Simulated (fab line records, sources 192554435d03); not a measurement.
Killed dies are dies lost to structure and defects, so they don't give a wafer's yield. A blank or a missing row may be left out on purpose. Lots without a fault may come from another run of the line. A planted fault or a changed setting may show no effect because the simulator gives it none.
Chamber matching | flow n5_finfet | N5_SPACER0_ALD_08 on ald_sin-02: 4 sister chambers
The step deposits SiNx, target thk 2 nm. 4 wafers are shown with their chamber, then 10 later ones without.

WAFERS WITH THEIR CHAMBER
wafer  | chamber | heater_power_w (W)
L086.6 | 1       | 843
L089.5 | 3       | 822
L090.1 | 2       | 776
L090.4 | 0       | 793

WAFERS WITHOUT THEIR CHAMBER
wafer  | heater_power_w (W)
L090.5 | 797
L091.1 | 856
L091.4 | 838
L091.6 | 830
L093.1 | 834
L093.3 | 841
L093.5 | 770
L095.1 | 717
L095.2 | 858
L095.4 | 756

WHICH CHAMBER EACH WENT THROUGH
wafer  | from the rows above               | in truth
L090.5 | can't be placed: 0 or 2 or 3 or 1 | 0
L091.1 | can't be placed: 1 or 3           | 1
L091.4 | can't be placed: 1 or 3 or 0      | 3
L091.6 | can't be placed: 3 or 1 or 0      | 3
L093.1 | can't be placed: 1 or 3 or 0      | 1
L093.3 | can't be placed: 1 or 3           | 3
L093.5 | can't be placed: 2 or 0           | 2
L095.1 | can't be placed: 2 or 0           | 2
L095.2 | can't be placed: 1 or 3           | 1
L095.4 | can't be placed: 2 or 0           | 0
Placed correctly: 0 of 10. Can't be placed from these rows: 10 (the true chamber is among the candidates in 10). Placed wrongly: 0.
How it was worked out, from the rows above alone: a wafer's distance from a chamber is the root of the sum, over the readings, of the square of ((its reading less the chamber's mean) divided by the reading's scatter). The wafer belongs to the nearest chamber; if the next one is less than 2 further off, it can't be placed. A chamber's mean is the mean of its shown wafers. The scatter: with one shown wafer a chamber, the root of the mean of the squares of how far each hidden wafer lies from its nearest shown one.
